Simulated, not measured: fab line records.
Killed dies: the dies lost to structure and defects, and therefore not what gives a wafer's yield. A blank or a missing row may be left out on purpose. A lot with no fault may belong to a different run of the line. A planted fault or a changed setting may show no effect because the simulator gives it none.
fab line records | flow n5Finfet
record: lots: 10 | wafers: 30 | lastDay: 19
route steps=1938 shown BEOL_M8@1345
lots untouched by any fault: they come from a run of this same line in which no faults occurred
startH: start of the lot's first displayed wafer, in hours after the record's first day | waitH: hours elapsed since this lot's preceding step | " same as the row above | L1.1+2: one row covering several wafers at once | - no value, or no start given | * or withheld: withheld | < > ~ a bound
route shown NAME@n: names a module that has steps shown in the file, with the first one's number in the route | usual: mean and standard deviation over wafers with no fault | same: alike in all rows | chamber/n: place in a boat | sites: per-site readings | _std_site: their standard deviation | _edge_site: outer sites' mean less inner sites' | radiusMm: how far each site lies from the wafer's centre | mask NAME#n: copy n | behind: tool/chamber where the wafer was last shaped | hold: why the lot went on hold/how many hours it stayed there/how the hold came to an end | device: transistor that didn't switch, given as n, p or np | end of line: the same wafers' tests at the end of the route | step lacking rows: just its recipe | killed: dies lost to structure and defects at the first sort, not the wafer's yield | map: shows each die of a wafer: x if killed, . if not, _ if none is there
set.NAME: the setting that was run; set.NAME@STEP: the one run at that earlier step | model.NAME: the simulator's own value behind a step, which no gauge read
one table for each step of the route and one row for each wafer, over a sample of lots
services: a tool's chamber out of use, with start hour (startH, from the record's first day; less than 0 if before it), hours out, and reason
== steps ==
step: N5_BEOL_M8_CD_MEAS_11
recipe: targetCdNm: 38.5 | landingEnergyEv: 500 | detector: seInlens | polarity: opening
usual: cdNm: 38.5/0.45
lot.wafer | tool     | chamber | startH | waitH | cdNm
L664.2    | cdSem-03 | 0       | 193.42 | -     | 38.4
L664.3    | "        | 0       | "      | "     | 38.9
L664.5    | "        | 0       | "      | "     | 38.4
L666.2    | cdSem-02 | 0       | 204.82 | -     | 38.1
L666.4    | "        | 0       | "      | "     | 38.3
L666.5    | "        | 0       | "      | "     | 37.7
L669.3    | cdSem-02 | 0       | 227.17 | -     | 38.7
L669.4    | "        | 0       | "      | "     | 38.3
L669.6    | "        | 0       | "      | "     | 39.2
L670.1    | cdSem-03 | 0       | 231.09 | -     | 38.2
L670.3    | "        | 0       | "      | "     | 38.8
L670.4    | "        | 0       | "      | "     | 38.7
L677.3    | cdSem-02 | 0       | 294.14 | -     | 38.7
L677.5    | "        | 0       | "      | "     | 37.9
L677.6    | "        | 0       | "      | "     | 38.7
L676.1    | cdSem-01 | 0       | 295.61 | -     | 38.6
L676.2    | "        | 0       | "      | "     | 39.1
L676.6    | "        | 0       | "      | "     | 38.8
L679.3    | cdSem-01 | 0       | 306.42 | -     | 37.9
L679.5    | "        | 0       | "      | "     | 37.6
L679.6    | "        | 0       | "      | "     | 38.1
L681.1    | cdSem-02 | 0       | 315.91 | -     | 38.5
L681.2    | "        | 0       | "      | "     | 37.7
L681.4    | "        | 0       | "      | "     | 37.8
L686.1    | cdSem-01 | 0       | 349.53 | -     | 38.7
L686.5    | "        | 0       | "      | "     | 38.3
L686.6    | "        | 0       | "      | "     | 38.4
L687.2    | cdSem-02 | 0       | 358.53 | -     | 38.4
L687.5    | "        | 0       | "      | "     | 38.7
L687.6    | "        | 0       | "      | "     | 38.6
step: N5_BEOL_M8_INSPECT_30
recipe: mode: adi | inspectInstrument: brightfield
usual: rawDefectCount: 407/93
lot.wafer | tool             | chamber | startH | waitH | rawDefectCount
L664.2    | defectInspect-01 | -       | 194.51 | 0.0   | 425
L664.3    | "                | -       | "      | "     | 473
L664.5    | "                | -       | "      | "     | 383
L666.2    | defectInspect-01 | -       | 206.83 | 0.0   | 402
L666.4    | "                | -       | "      | "     | 494
L666.5    | "                | -       | "      | "     | 382
L669.3    | defectInspect-01 | -       | 229.76 | 0.0   | 410
L669.4    | "                | -       | "      | "     | 429
L669.6    | "                | -       | "      | "     | 531
L670.1    | defectInspect-01 | -       | 233.90 | 0.1   | 385
L670.3    | "                | -       | "      | "     | 427
L670.4    | "                | -       | "      | "     | 329
L677.3    | defectInspect-01 | -       | 299.05 | 0.0   | 430
L677.5    | "                | -       | "      | "     | 544
L677.6    | "                | -       | "      | "     | 318
L676.1    | defectInspect-02 | -       | 299.39 | 0.1   | 293
L676.2    | "                | -       | "      | "     | 288
L676.6    | "                | -       | "      | "     | 405
L679.3    | defectInspect-02 | -       | 307.87 | 0.0   | 409
L679.5    | "                | -       | "      | "     | 435
L679.6    | "                | -       | "      | "     | 261
L681.1    | defectInspect-02 | -       | 317.15 | 0.1   | 334
L681.2    | "                | -       | "      | "     | 342
L681.4    | "                | -       | "      | "     | 473
L686.1    | defectInspect-01 | -       | 352.20 | 0.1   | 400
L686.5    | "                | -       | "      | "     | 341
L686.6    | "                | -       | "      | "     | 559
L687.2    | defectInspect-02 | -       | 362.69 | 0.0   | 687
L687.5    | "                | -       | "      | "     | 696
L687.6    | "                | -       | "      | "     | 690
step: N5_BEOL_M8_ETCH_65
recipe: chemistry: CF4 | target: SiARC | targetDepthA: 156 | maskMaterial: CAR-EUV | timeS: 26 | ionEnergyEv: 80 | pressureMtorr: 40 | sourceW: 545 | biasW: 36 | Ar_flow_sccm: 100 | cf4FlowSccm: 100 | ends: cleared
usual: drypumpMotorCurrentA: 5.7/0.33 | etchRfOnTimeS: 25.8/0.31 | oesProductAu: 0.69/0.073 | rfFwdPowerW: 532.2/2.1 | rfVppV: 183.8/1.1 | showerheadPlenumPTorr: 2.12/0.057 | throttleValvePct: 15.48/0.17
lot.wafer | tool       | chamber | startH | waitH | drypumpMotorCurrentA | etchRfOnTimeS | oesProductAu | rfFwdPowerW | rfHoursCounterH | rfVppV | showerheadPlenumPTorr | throttleValvePct
L664.2    | rieDiel-06 | 0       | 194.60 | 0.0   | 5.3                  | 25.5          | 0.71         | 530.7       | 59              | 187.0  | 2.26                  | 15.44
L664.3    | "          | 3       | "      | "     | 6.2                  | 26.0          | 0.59         | 532.8       | 236             | 183.2  | 2.03                  | 15.77
L664.5    | "          | 1       | "      | "     | 5.6                  | 26.3          | 0.62         | 530.4       | -               | 184.2  | 2.13                  | 15.51
L666.2    | rieDiel-01 | 2       | 206.91 | 0.0   | 5.8                  | 26.0          | 0.73         | 534.4       | 65              | 183.9  | 2.09                  | 15.20
L666.4    | "          | 1       | "      | "     | 5.5                  | 26.6          | 0.57         | 529.4       | 239             | 185.5  | 2.11                  | 16.10
L666.5    | "          | 1       | "      | "     | 5.5                  | 26.3          | 0.58         | 532.6       | -               | 184.9  | 2.11                  | 16.09
L669.3    | rieDiel-06 | 3       | 229.85 | 0.0   | 6.1                  | 21.6          | 0.65         | 664.3       | 246             | 169.7  | 2.03                  | 15.78
L669.4    | "          | 1       | "      | "     | 5.6                  | 21.9          | 0.69         | 663.7       | 188             | 168.2  | 2.13                  | 15.56
L669.6    | "          | 2       | "      | "     | 5.7                  | 21.2          | 0.85         | 663.2       | -               | 170.5  | 2.09                  | 15.42
L670.1    | rieDiel-06 | 3       | 234.00 | 0.0   | 6.2                  | 21.6          | 0.65         | 661.9       | 247             | 171.1  | 2.03                  | 15.77
L670.3    | "          | 1       | "      | "     | 5.6                  | 21.9          | 0.68         | 660.6       | 189             | 168.7  | 2.12                  | 15.56
L670.4    | "          | 0       | "      | "     | 5.3                  | 21.2          | 0.78         | 662.9       | 71              | 171.2  | 2.26                  | 15.50
L677.3    | rieDiel-06 | 1       | 299.42 | 0.0   | 5.6                  | 25.9          | 0.60         | 531.0       | 213             | 184.5  | 2.12                  | 15.59
L677.5    | "          | 2       | "      | "     | 5.7                  | 25.2          | 0.72         | 537.6       | -               | 182.8  | 2.08                  | 15.46
L677.6    | "          | 1       | "      | "     | 5.6                  | 26.0          | 0.61         | 533.6       | -               | 182.8  | 2.12                  | 15.61
L676.1    | rieDiel-02 | 1       | 299.53 | 0.0   | 5.8                  | 26.1          | 0.71         | 533.8       | 62              | 182.7  | 2.09                  | 15.42
L676.2    | "          | 2       | "      | "     | 5.7                  | 25.5          | 0.71         | 531.6       | 80              | 183.4  | 2.08                  | 15.40
L676.6    | "          | 2       | "      | "     | 5.7                  | 25.6          | 0.70         | 527.8       | -               | 184.0  | 2.08                  | 15.38
L679.3    | rieDiel-06 | 1       | 308.19 | 0.0   | 5.6                  | 26.5          | 0.60         | 528.0       | 215             | 183.6  | 2.12                  | 15.62
L679.5    | "          | 1       | "      | "     | 5.6                  | 26.3          | 0.60         | 532.3       | -               | 184.2  | 2.12                  | 15.61
L679.6    | "          | 2       | "      | "     | 5.7                  | 25.6          | 0.72         | 532.7       | -               | 184.3  | 2.08                  | 15.44
L681.1    | rieDiel-02 | 2       | 317.23 | 0.0   | 5.7                  | 25.6          | 0.70         | 532.4       | 87              | 183.6  | 2.08                  | 15.40
L681.2    | "          | 0       | "      | "     | 5.9                  | 25.9          | 0.58         | 529.7       | 215             | 184.6  | 2.20                  | 15.49
L681.4    | "          | 1       | "      | "     | 5.8                  | 25.9          | 0.71         | 529.6       | 68              | 184.9  | 2.09                  | 15.41
L686.1    | rieDiel-02 | 2       | 352.52 | 0.0   | 5.7                  | 25.2          | 0.69         | 528.5       | 100             | 183.6  | 2.07                  | 15.43
L686.5    | "          | 3       | "      | "     | 5.2                  | 25.5          | 0.59         | 531.5       | -               | 185.0  | 2.19                  | 15.63
L686.6    | "          | 0       | "      | "     | 5.8                  | 25.4          | 0.59         | 530.9       | -               | 185.0  | 2.19                  | 15.51
L687.2    | rieDiel-02 | 1       | 362.78 | 0.0   | 5.8                  | 25.8          | 0.69         | 531.7       | 84              | 183.6  | 2.08                  | 15.45
L687.5    | "          | 0       | "      | "     | 5.9                  | 25.8          | 0.58         | 534.0       | -               | 184.5  | 2.19                  | 15.50
L687.6    | "          | 1       | "      | "     | 5.9                  | 26.0          | 0.69         | 530.3       | -               | 183.5  | 2.08                  | 15.47
step: N5_BEOL_M8_ETCH_66
recipe: chemistry: N2/H2 | target: SOC | targetDepthA: 800 | overetchA: 160 | maskMaterial: SiARC | tempC: 40 | timeS: 120 | ionEnergyEv: 200 | pressureMtorr: 30 | sourceW: 840 | biasW: 150 | n2FlowSccm: 200 | h2FlowSccm: 200
usual: drypumpMotorCurrentA: 5.7/0.33 | oesProductAu: 0.62/0.062 | rfFwdPowerW: 835.1/3 | rfVppV: 523.2/2.2 | showerheadPlenumPTorr: 2.51/0.073 | throttleValvePct: 17.70/0.16
lot.wafer | tool       | chamber | startH | waitH | drypumpMotorCurrentA | oesProductAu | rfFwdPowerW | rfHoursCounterH | rfVppV | showerheadPlenumPTorr | throttleValvePct
L664.2    | rieDiel-06 | 0       | 194.63 | 0.0   | 5.3                  | 0.62         | 833.9       | 59              | 528.3  | 2.70                  | 17.73
L664.3    | "          | 3       | "      | "     | 6.2                  | 0.53         | 833.4       | 236             | 519.7  | 2.41                  | 18.07
L664.5    | "          | 1       | "      | "     | 5.6                  | 0.56         | 837.1       | -               | 524.6  | 2.53                  | 17.62
L666.2    | rieDiel-01 | 2       | 206.94 | 0.0   | 5.7                  | 0.65         | 834.1       | 65              | 521.4  | 2.47                  | 17.43
L666.4    | "          | 1       | "      | "     | 5.5                  | 0.53         | 838.8       | 239             | 523.4  | 2.50                  | 18.24
L666.5    | "          | 1       | "      | "     | 5.5                  | 0.52         | 837.7       | -               | 521.8  | 2.50                  | 18.22
L669.3    | rieDiel-06 | 3       | 229.87 | 0.0   | 6.2                  | 0.52         | 830.3       | 246             | 521.2  | 2.41                  | 18.10
L669.4    | "          | 1       | "      | "     | 5.6                  | 0.56         | 834.7       | 188             | 522.5  | 2.52                  | 17.64
L669.6    | "          | 2       | "      | "     | 5.7                  | 0.67         | 836.6       | -               | 522.7  | 2.48                  | 17.58
L670.1    | rieDiel-06 | 3       | 234.03 | 0.0   | 6.2                  | 0.53         | 831.2       | 247             | 519.5  | 2.41                  | 18.09
L670.3    | "          | 1       | "      | "     | 5.6                  | 0.56         | 837.7       | 189             | 523.2  | 2.52                  | 17.65
L670.4    | "          | 0       | "      | "     | 5.3                  | 0.62         | 840.9       | 71              | 529.0  | 2.69                  | 17.73
L677.3    | rieDiel-06 | 1       | 299.45 | 0.0   | 5.6                  | 0.55         | 834.1       | 213             | 523.5  | 2.51                  | 17.70
L677.5    | "          | 2       | "      | "     | 5.7                  | 0.64         | 834.8       | -               | 522.2  | 2.47                  | 17.63
L677.6    | "          | 1       | "      | "     | 5.6                  | 0.54         | 836.7       | -               | 524.6  | 2.51                  | 17.68
L676.1    | rieDiel-02 | 1       | 299.56 | 0.0   | 5.8                  | 0.63         | 833.5       | 62              | 520.9  | 2.48                  | 17.67
L676.2    | "          | 2       | "      | "     | 5.7                  | 0.63         | 836.7       | 80              | 522.4  | 2.47                  | 17.66
L676.6    | "          | 2       | "      | "     | 5.7                  | 0.63         | 833.2       | -               | 522.4  | 2.47                  | 17.67
L679.3    | rieDiel-06 | 1       | 308.22 | 0.0   | 5.6                  | 0.54         | 833.7       | 215             | 522.7  | 2.51                  | 17.70
L679.5    | "          | 1       | "      | "     | 5.6                  | 0.54         | 830.8       | -               | 523.7  | 2.51                  | 17.69
L679.6    | "          | 2       | "      | "     | 5.7                  | 0.64         | 838.3       | -               | 522.4  | 2.47                  | 17.64
L681.1    | rieDiel-02 | 2       | 317.26 | 0.0   | 5.7                  | 0.62         | 837.0       | 87              | 522.4  | 2.47                  | 17.68
L681.2    | "          | 0       | "      | "     | 5.9                  | 0.52         | 835.0       | 215             | 525.9  | 2.61                  | 17.69
L681.4    | "          | 1       | "      | "     | 5.8                  | 0.63         | 836.0       | 68              | 521.8  | 2.48                  | 17.67
L686.1    | rieDiel-02 | 2       | 352.55 | 0.0   | 5.7                  | 0.61         | 835.4       | 100             | 520.4  | 2.46                  | 17.69
L686.5    | "          | 3       | "      | "     | 5.2                  | 0.53         | 835.3       | -               | 525.6  | 2.61                  | 17.80
L686.6    | "          | 0       | "      | "     | 5.9                  | 0.52         | 829.6       | -               | 526.2  | 2.61                  | 17.71
L687.2    | rieDiel-02 | 1       | 362.81 | 0.0   | 5.8                  | 0.61         | 829.0       | 84              | 521.4  | 2.47                  | 17.70
L687.5    | "          | 0       | "      | "     | 5.8                  | 0.52         | 829.8       | -               | 524.7  | 2.61                  | 17.70
L687.6    | "          | 1       | "      | "     | 5.8                  | 0.61         | 835.3       | -               | 521.0  | 2.47                  | 17.71
== services ==
tool       | chamber | startH | hours | kind
rieDiel-01 | 3       | 177.60 | 5.2   | repair
rieDiel-06 | 1       | 183.55 | 8.8   | repair
rieDiel-02 | 0       | 212.15 | 22.1  | repair
rieDiel-06 | 3       | 215.95 | 2.9   | repair
rieDiel-01 | 1       | 240.61 | -     | clean
rieDiel-01 | 1       | 240.61 | -     | consumableReplace:focusRing
rieDiel-01 | 1       | 240.61 | 16.8  | scheduledDown
rieDiel-01 | 1       | 240.61 | 16.8  | ventCycle
rieDiel-06 | 3       | 242.73 | -     | clean
rieDiel-06 | 3       | 242.73 | -     | consumableReplace:focusRing
rieDiel-06 | 3       | 242.73 | -     | consumableReplace:showerhead
rieDiel-02 | 2       | 281.00 | 6.7   | repair
rieDiel-01 | 2       | 307.95 | 1.8   | repair
rieDiel-06 | 0       | 360.39 | 6.0   | repair
rieDiel-02 | 3       | 362.31 | -     | clean
rieDiel-02 | 3       | 362.31 | -     | consumableReplace:focusRing
rieDiel-02 | 3       | 362.31 | 18.8  | scheduledDown
rieDiel-02 | 3       | 362.31 | 18.8  | ventCycle
== key ==
firstSign: step: N5_BEOL_M8_ETCH_65 | reading: rfFwdPowerW | direction: up | sigmas: 63 | usual: * | struck: *
effect: step: N5_BEOL_M8_ETCH_65 | reading: etchRfOnTimeS | direction: down | sigmas: 14 | usual: * | struck: *
metAt N5_BEOL_M8_ETCH_65
struckLots L669,L670
notActingAt N5_BEOL_M8_CD_MEAS_11,N5_BEOL_M8_INSPECT_30,N5_BEOL_M8_ETCH_66
onsetBetween 194.60 229.85
fault: kind: processParameterDrift | tool: rieDiel-06 | chamber: - | onsetH: 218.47 | steps: N5_BEOL_M8_ETCH_65 | channel: sourceW | offset: 130.8 | shape: step | endH: 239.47 | actsIn: theseRecipesOnly | stated: 545
